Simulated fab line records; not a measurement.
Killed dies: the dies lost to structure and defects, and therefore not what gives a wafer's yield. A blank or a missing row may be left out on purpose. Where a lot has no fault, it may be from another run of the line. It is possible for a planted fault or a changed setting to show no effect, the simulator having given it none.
fab line records | flow nandHarc
[record] lots = 13 wafers = 39 lastDay = 33
route steps=1302 shown P_BONDPAD@376 A_START@389 A_ONON_D1@424 END@1302
lots that met no fault: from a run of the same line without faults
startH: start of the lot's first displayed wafer, in hours after the record's first day | waitH: hours from the lot's prior step to this one | " as in the row above | L1.1+2: a single row standing in for several wafers | - no value, or no start given | * or withheld: withheld | < > ~ a bound
route shown NAME@n: NAME is a module with steps in the file, n the number in the route of the first one | usual: mean and standard deviation over wafers with no fault | same: alike in all rows | chamber/n: place in a boat | sites: per-site readings | _std_site: the values' standard deviation | _edge_site: mean of outer sites minus mean of inner sites | radiusMm: for every site, how far away it sits from the centre of the wafer | mask NAME#n: copy n | behind: tool/chamber where the wafer was last shaped | hold: reason for holding the lot/hours on hold/outcome of the hold | device: names the non-switching transistor (n, p or np) | end of line: the tests these same wafers got at the end of their route | step lacking rows: just its recipe | killed: at the first sort, the dies lost to defects and structure; wafer yield is something else | map: a wafer's dies, x killed, . not, _ none there
set.NAME: the setting as run; set.NAME@STEP: as run at that earlier step | model.NAME: the simulator's own value behind a step, which no gauge read
one table for each step of the route and one row for each wafer, over a sample of lots
services: the hour from which a tool's chamber was out of use, counted from the record's first day as startH (under 0 if before that day), plus the number of hours and why
[[steps]]
[step NHARC_P_BONDPAD_PVD_17]
[recipe] targetThkA = 50 biasV = 168.6 powerW = 15000 chamberPressurePa = 0.12 timeS = 8.06 substrateTempC = 50 material = TaN
[usual] throttleValvePct = 29.7/0.77
// columns lot.wafer tool chamber startH waitH throttleValvePct
L361.4 pvdSputter-03 - - - 31.0
L361.1 " - " " 30.4
L361.2 " - " " 29.4
L362.1 pvdSputter-01 - - - 29.8
L362.3 " - " " 28.5
L362.6 " - " " 28.9
L363.4 pvdSputter-03 - - - 29.3
L363.1 " - " " 31.2
L363.5 " - " " 30.1
L364.4 pvdSputter-01 - - - 28.9
L364.6 " - " " 29.8
L364.5 " - " " 28.7
L365.2 pvdSputter-01 - - - 29.9
L365.1 " - " " 28.6
L365.6 " - " " 28.8
L368.2 pvdSputter-03 - - - 30.9
L368.3 " - " " 29.5
L368.4 " - " " 29.5
L373.2 pvdSputter-02 - - - 28.6
L373.5 " - " " 30.5
L373.6 " - " " 28.6
L378.2 pvdSputter-01 - - - 30.0
L378.4 " - " " 28.5
L378.1 " - " " 30.2
L379.4 pvdSputter-03 - - - 30.8
L379.2 " - " " 29.2
L379.6 " - " " 30.1
L380.1 pvdSputter-02 - - - 28.2
L380.2 " - " " 28.8
L380.5 " - " " 30.9
L381.1 pvdSputter-03 - - - 29.4
L381.4 " - " " 30.8
L381.5 " - " " 29.4
L383.4 pvdSputter-01 - - - 30.3
L383.2 " - " " 30.1
L383.6 " - " " 30.0
L384.2 pvdSputter-02 - - - 29.1
L384.4 " - " " 31.1
L384.6 " - " " 28.4
[step NHARC_P_BONDPAD_ANNEAL_28]
[recipe] tempC = 225 timeS = 90
[usual] wafer_temp_C_max = 226.00/0.29
// columns lot.wafer tool chamber startH waitH wafer_temp_C_max
L361.1 rtpAnneal-01 0 135.23 0.4 225.99
L361.2 " 0 " " 225.70
L361.4 " 0 " " 225.58
L362.1 rtpAnneal-01 0 146.02 0.3 225.78
L362.3 " 0 " " 225.57
L362.6 " 0 " " 225.74
L363.1 rtpAnneal-01 0 160.07 - 225.83
L363.4 " 0 " " 225.93
L363.5 " 0 " " 225.69
L364.4 rtpAnneal-01 0 170.32 - 225.73
L364.5 " 0 " " 226.10
L364.6 " 0 " " 226.14
L365.1 rtpAnneal-01 0 180.20 - 225.57
L365.2 " 0 " " 225.77
L365.6 " 0 " " 225.99
L368.2 rtpAnneal-02 0 205.73 0.4 226.50
L368.3 " 0 " " 226.47
L368.4 " 0 " " 226.32
L373.2 rtpAnneal-01 0 253.52 0.3 226.10
L373.5 " 0 " " 225.58
L373.6 " 0 " " 225.82
L378.1 rtpAnneal-02 0 304.41 - 225.89
L378.2 " 0 " " 226.61
L378.4 " 0 " " 226.35
L379.2 rtpAnneal-01 0 313.39 0.4 225.56
L379.4 " 0 " " 225.84
L379.6 " 0 " " 225.82
L380.1 rtpAnneal-01 0 330.20 0.3 225.82
L380.2 " 0 " " 225.97
L380.5 " 0 " " 225.57
L381.1 rtpAnneal-01 0 335.98 0.3 225.77
L381.4 " 0 " " 225.83
L381.5 " 0 " " 225.96
L383.2 rtpAnneal-01 0 359.39 0.4 225.56
L383.4 " 0 " " 225.67
L383.6 " 0 " " 225.82
L384.2 rtpAnneal-02 0 366.64 - 226.11
L384.4 " 0 " " 225.90
L384.6 " 0 " " 226.16
[step NHARC_A_START_INSPECT_01]
[usual] rawDefectCount = 3.5/1.7
// columns lot.wafer tool chamber startH waitH rawDefectCount
L361.1 defectInspect-01 - 136.62 - 3
L361.2 " - " " 2
L361.4 " - " " 4
L362.1 defectInspect-02 - 147.36 - 3
L362.3 " - " " 5
L362.6 " - " " 3
L363.1 defectInspect-01 - 161.43 - 2
L363.4 " - " " 4
L363.5 " - " " 6
L364.4 defectInspect-02 - 171.53 - 6
L364.5 " - " " 4
L364.6 " - " " 8
L365.1 defectInspect-02 - 181.56 - 3
L365.2 " - " " 8
L365.6 " - " " 2
L368.2 defectInspect-02 - 207.04 - 1
L368.3 " - " " 4
L368.4 " - " " 3
L373.2 defectInspect-01 - 254.80 - 1
L373.5 " - " " 5
L373.6 " - " " 4
L378.1 defectInspect-01 - 305.89 - 3
L378.2 " - " " 2
L378.4 " - " " 1
L379.2 defectInspect-01 - 314.70 - 5
L379.4 " - " " 2
L379.6 " - " " 6
L380.1 defectInspect-01 - 331.54 - 4
L380.2 " - " " 3
L380.5 " - " " 3
L381.1 defectInspect-02 - 337.33 - 4
L381.4 " - " " 5
L381.5 " - " " 4
L383.2 defectInspect-02 - 360.69 - 3
L383.4 " - " " 2
L383.6 " - " " 1
L384.2 defectInspect-01 - 367.95 - 2
L384.4 " - " " 5
L384.6 " - " " 3
[step NHARC_A_ONON_D1_DEP_00]
[recipe] targetThkA = 10000 n2FlowSccm = 2750 n2oFlowSccm = 2000 nh3FlowSccm = 500 sih4FlowSccm = 210 tempC = 400
// columns lot.wafer tool chamber startH waitH
L361.1+2+4 pecvdOnon-01 0 159.09 0.1
L362.1+3+6 pecvdOnon-02 0 169.94 0.1
L363.1+4+5 pecvdOnon-01 0 187.20 0.1
L364.4+5+6 pecvdOnon-01 0 194.77 0.2
L365.1+2+6 pecvdOnon-02 0 204.04 0.1
L368.2+3+4 pecvdOnon-01 0 230.12 0.1
L373.2+5+6 pecvdOnon-02 0 277.87 0.1
L378.1+2+4 pecvdOnon-01 0 331.62 0.1
L379.2+4+6 pecvdOnon-02 0 339.64 0.1
L380.1+2+5 pecvdOnon-02 0 354.73 0.1
L381.1+4+5 pecvdOnon-02 0 361.78 0.1
L383.2+4+6 pecvdOnon-02 0 386.30 0.1
L384.2+4+6 pecvdOnon-02 0 391.12 0.1
[step NHARC_A_ONON_D1_THK_MEAS_02]
[recipe] thkMeasGauge = ellipsometry
[usual] thkNm = 998/11
// columns lot.wafer tool chamber startH waitH hold thkNm
L361.1 filmMetro-01 - 159.61 - - 992
L361.2 " - " " - 991
L361.4 " - " " - 992
L362.1 filmMetro-02 - 170.45 - - 978
L362.3 " - " " - 976
L362.6 " - " " - 978
L363.1 filmMetro-02 - 187.71 - - 1000
L363.4 " - " " - 1001
L363.5 " - " " - 1000
L364.4 filmMetro-01 - 195.11 - - 996
L364.5 " - " " - 996
L364.6 " - " " - 996
L365.1 filmMetro-01 - 204.55 - - 1000
L365.2 " - " " - 1000
L365.6 " - " " - 1001
L368.2 filmMetro-01 - 230.58 - - 1014
L368.3 " - " " - 1014
L368.4 " - " " - 1014
L373.2 filmMetro-02 - 278.31 - awaitDispo/0.2h/release 1578
L373.5 " - " " awaitDispo/0.2h/release 1019
L373.6 " - " " awaitDispo/0.2h/release 1019
L373.2 filmMetro-02 - 278.49 0.2 - 1576
L373.5 " - " " - 1015
L373.6 " - " " - 1018
L378.1 filmMetro-01 - 332.13 - - 997
L378.2 " - " " - 998
L378.4 " - " " - 999
L379.2 filmMetro-01 - 340.09 - - 1003
L379.4 " - " " - 1003
L379.6 " - " " - 1002
L380.1 filmMetro-01 - 355.24 - - 1000
L380.2 " - " " - 1001
L380.5 " - " " - 1000
L381.1 filmMetro-02 - 362.30 - - 993
L381.4 " - " " - 994
L381.5 " - " " - 994
L383.2 filmMetro-01 - 386.75 - - 997
L383.4 " - " " - 995
L383.6 " - " " - 997
L384.2 filmMetro-01 - 391.57 - - 1007
L384.4 " - " " - 1009
L384.6 " - " " - 1008
[step NHARC_END_SORT_01]
[recipe] tempC = 25
[usual] killedAtArray = 56/20 killedAtOther = 1/1.3 killedAtPeriphery = 3.5/2.7 killedDies = 60/20 killedOpen = 3.3/1.6 killedShort = 2.4/1.5
[same] grossDies = 677
// columns lot.wafer tool chamber startH waitH hold killedAtArray killedAtOther killedAtPeriphery killedDies killedOpen killedShort
L363.1 prober-02 0 580.06 2.5 - 82 0 3 85 5 2
L363.4 prober-02 0 582.47 3.4 - 81 0 8 89 2 3
L363.5 prober-02 0 583.27 3.7 - 59 0 8 67 2 2
L373.2 prober-02 0 678.41 2.8 awaitDispo/7.3h/release 672 2 3 677 3 2
L373.5 prober-02 0 680.79 3.7 awaitDispo/7.3h/release 65 0 1 66 3 2
L373.6 prober-02 0 681.58 4.0 awaitDispo/7.3h/release 45 1 5 51 6 6
L383.2 prober-01 0 772.03 2.8 - 50 0 1 51 3 0
L383.4 prober-01 0 773.62 3.4 - 56 2 2 60 8 3
L383.6 prober-01 0 775.21 4.0 - 55 0 2 57 4 3
// killed by level:class
L363.1 A_CHANNEL_HOLE_D2:chamberFilmFlake=34 A_SLIT:chamberFilmFlake=21 A_SGD_CUT:chamberFilmFlake=7 A_CHANNEL_HOLE_D1:chamberFilmFlake=5 A_STAIRCASE:chamberFilmFlake=5 A_DECK1_JOINT:geometricParticle:open=2 P_GATE:chamberFilmFlake=2 A_CONTACT:chamberFilmFlake=2
L363.4 A_CHANNEL_HOLE_D2:chamberFilmFlake=37 A_SLIT:chamberFilmFlake=28 A_SGD_CUT:chamberFilmFlake=4 P_GATE:chamberFilmFlake=3 A_STAIRCASE:chamberFilmFlake=3 A_M0:geometricParticle:open=2 P_STI:chamberFilmFlake=2 A_CHANNEL_HOLE_D1:chamberFilmFlake=2
L363.5 A_SLIT:chamberFilmFlake=29 A_CHANNEL_HOLE_D2:chamberFilmFlake=16 A_CHANNEL_HOLE_D1:chamberFilmFlake=6 P_STI:chamberFilmFlake=4 P_ZERO_WELL:chamberFilmFlake=2 P_GATE:chamberFilmFlake=2 A_SGD_CUT:chamberFilmFlake=2 A_CONTACT:chamberFilmFlake=2
L373.2 A_ONON_D1:areaDep=624 A_CHANNEL_HOLE_D1:chamberFilmFlake=19 A_CHANNEL_HOLE_D2:chamberFilmFlake=18 P_M1:chamberFilmFlake=2 A_DECK1_JOINT:chamberFilmFlake=2 A_STAIRCASE:chamberFilmFlake=2 A_ONON_D1:geometricParticle:open=1 A_WL_FILL:geometricParticle:open=1
L373.5 A_CHANNEL_HOLE_D1:chamberFilmFlake=28 A_CHANNEL_HOLE_D2:chamberFilmFlake=19 A_DECK1_JOINT:chamberFilmFlake=4 A_ONON_D2:geometricParticle:open=3 A_STAIRCASE:chamberFilmFlake=2 A_SLIT:chamberFilmFlake=2 A_M0:chamberFilmFlake=2 A_CHANNEL_FILL_D1:geometricParticle:short=1
L373.6 A_CHANNEL_HOLE_D1:chamberFilmFlake=15 A_CHANNEL_HOLE_D2:chamberFilmFlake=13 A_WL_FILL:geometricParticle:short=3 P_M1:chamberFilmFlake=3 A_SLIT:chamberFilmFlake=2 P_CONTACT:geometricParticle:open=1 A_SOURCE_PLATE:geometricParticle:open=1 A_CHANNEL_FILL_D1:geometricParticle:open=1
L383.2 A_CHANNEL_HOLE_D2:chamberFilmFlake=24 A_CONTACT:chamberFilmFlake=7 A_SLIT:chamberFilmFlake=5 A_STAIRCASE:chamberFilmFlake=3 A_CHANNEL_FILL_D1:geometricParticle:open=2 A_ZERO_WELL:chamberFilmFlake=2 A_WL_FILL:chamberFilmFlake=2 A_BLC:chamberFilmFlake=2
L383.4 A_CHANNEL_HOLE_D2:chamberFilmFlake=24 A_SLIT:chamberFilmFlake=5 A_CONTACT:geometricParticle:open=3 A_CHANNEL_FILL_D1:chamberFilmFlake=3 A_WL_FILL:chamberFilmFlake=3 A_CONTACT:chamberFilmFlake=3 A_BLC:chamberFilmFlake=3 A_STAIRCASE:chamberFilmFlake=2
L383.6 A_CHANNEL_HOLE_D2:chamberFilmFlake=30 A_SLIT:chamberFilmFlake=5 A_STAIRCASE:chamberFilmFlake=4 A_CONTACT:chamberFilmFlake=4 A_CHANNEL_FILL_D1:chamberFilmFlake=2 P_GATE:geometricParticle:short=1 P_CONTACT:geometricParticle:open=1 A_SOURCE_PLATE:geometricParticle:open=1
[[services]]
// columns tool chamber startH hours kind
pvdSputter-01 - 116.01 3.7 repair
pvdSputter-03 - 162.77 5.9 repair
pvdSputter-03 - 170.00 10.0 pm
pecvdOnon-02 - 185.38 13.0 pm
pvdSputter-03 - 210.82 1.1 repair
pvdSputter-01 - 226.00 10.0 pm
pvdSputter-03 - 252.93 0.6 repair
pecvdOnon-01 - 269.40 13.0 pm
pvdSputter-02 - 282.00 10.0 pm
pvdSputter-03 - 290.96 5.5 repair
pvdSputter-02 - 303.07 4.6 repair
pvdSputter-02 - 324.53 2.1 repair
pvdSputter-02 - 338.00 10.5 repair
pvdSputter-03 - 348.00 10.0 pm
pecvdOnon-02 - 366.38 13.0 pm
rtpAnneal-01 - 372.11 12.0 pm
[[key]]
[firstSign] step = NHARC_A_ONON_D1_THK_MEAS_02 reading = visit direction = added
[effect] step = NHARC_A_ONON_D1_THK_MEAS_02 reading = thkNm direction = up sigmas = 55 usual = 998 struck = 1578
[effect] step = NHARC_END_SORT_01 reading = killedAtArray direction = up sigmas = 31 usual = 56 struck = 672
[moreKillsBornAt] NHARC_A_ONON_D1_DEP_00@pecvdOnon-02 = 624
metAt NHARC_A_ONON_D1_DEP_00
struckLots L373
struckWafers L373.2
laterRowsLeftOut L373.2
testerLeftOut L373
notActingAt NHARC_P_BONDPAD_PVD_17,NHARC_P_BONDPAD_ANNEAL_28,NHARC_A_START_INSPECT_01
onsetBetween 204.04 277.87
[fault] kind = processParameterDrift tool = pecvdOnon-02 chamber = - onsetH = 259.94 steps = NHARC_A_ONON_D1_DEP_00 channel = targetThkA offset = * shape = step endH = 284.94 scope = struckWafersOnly actsIn = * stated = *
// testerLeftOut: of these lots the tester's yield and bins aren't shown, on N5 and GAA mostly nor the transistor test; their killed dies are dies lost to structure and defects alone, not to doping, threshold or leakage, so they don't give the yield
// laterRowsLeftOut: the simulator's readings of these wafers behind a module that went badly wrong aren't trusted and aren't shown, but for the sort
